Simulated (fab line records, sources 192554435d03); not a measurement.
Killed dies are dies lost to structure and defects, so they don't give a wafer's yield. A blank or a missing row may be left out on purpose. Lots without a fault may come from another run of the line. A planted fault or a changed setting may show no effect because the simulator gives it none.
Problem report in the 8D (eight disciplines) form, filled by code | flow n5_finfet | the parts of the form that need people (team, actions taken, sign-off) are left out

1. THE PROBLEM
etch_rf_on_time_s at N5_BEOL_M12_ETCH_67 reads a mean of 146 s on 1 wafer of 1 lot; wafers without a fault read 238 s with a standard deviation of 6.8. That is -14 standard deviations from the usual mean.
The step: etches SiARC in CF4, target depth 143 nm, time 238.3 s.
First seen on wafer L561.6, day 16 05:00, on rie_diel-06. The record holds 29 wafers of 10 lots with a number at this step. Rule for "out", or "out of limits": more than 4 standard deviations from the usual mean. The other wafers with a number count as sound.

2. WHAT IT IS AND WHAT IT IS NOT
question                    | is                | is not
which readings at this step | etch_rf_on_time_s | drypump_motor_current_A, rf_vpp_V, showerhead_plenum_p_Torr, throttle_valve_pct
which lots                  | L561              | L539, L543, L545, L546, L547, L548, L549, L550, L551
which wafers of those lots  | L561.6            | L561.3, L561.4
read on which tools         | rie_diel-06       | rie_diel-02, rie_diel-05
when                        | from day 16 05:00 | up to then (28 sound wafers)

3. SUSPECTS, AND WHAT RULES EACH OUT
Counting: a tool at a process step up to the reading stays a suspect if it ran every lot that is out. Sound lots after the first of them don't rule it out here, since some wafers of a struck lot are sound.
- rie_diel-06 at N5_BEOL_M12_DESCUM_15 (chemistry O2, time 7.9 s): kept. It ran the lot that is out, L561 (day 16 03:30); its last sound lot up to then is L550 (day 13 05:44).
- rie_diel-06 at N5_BEOL_M12_ETCH_67 (etches SiARC in CF4, target depth 143 nm, time 238.3 s): kept. It ran the lot that is out, L561 (day 16 05:00); its last sound lot up to then is L551 (day 13 17:01). Its own readings are out on those wafers: etch_rf_on_time_s.
- Within rie_diel-06 at N5_BEOL_M12_DESCUM_15: the wafers that are out ran in chamber 0; their sound lot-mates ran in chambers 1, 2.
- Within rie_diel-06 at N5_BEOL_M12_ETCH_67: the wafers that are out ran in chamber 0; their sound lot-mates ran in chambers 1, 3.
Left after counting: rie_diel-06 at N5_BEOL_M12_DESCUM_15, rie_diel-06 at N5_BEOL_M12_ETCH_67.

4. THE CAUSE (what the simulator had put in)
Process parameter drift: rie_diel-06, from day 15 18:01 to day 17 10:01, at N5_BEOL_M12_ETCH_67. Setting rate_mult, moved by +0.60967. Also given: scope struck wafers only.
Counting left 2 suspects, and this tool is among them.

5. THE CHAIN OF EFFECTS, in route order
Each row: a reading whose mean over the struck wafers that have a number lies more than 3 standard deviations from the usual. Only readings for which the record gives a usual standard deviation are gone through. hours: the time from each lot's start at the first step in this table that gives one to its start at this step, as a median over the lots. sigmas: the change in usual standard deviations.
hours | step                | reading           | usual     | on struck wafers | change | sigmas
0     | N5_BEOL_M12_ETCH_67 | etch_rf_on_time_s | 238 s     | 146              | -92    | -14
0     | N5_BEOL_M12_ETCH_67 | oes_product_au    | 0.71 a.u. | 0.94             | +0.23  | +3.3
The process steps in it:
- N5_BEOL_M12_ETCH_67: etches SiARC in CF4, target depth 143 nm, time 238.3 s.

6. WHAT WOULD HAVE CAUGHT IT SOONER
In this record the first reading out of limits was taken at day 16 05:00, 11 hours after the fault began at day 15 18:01.
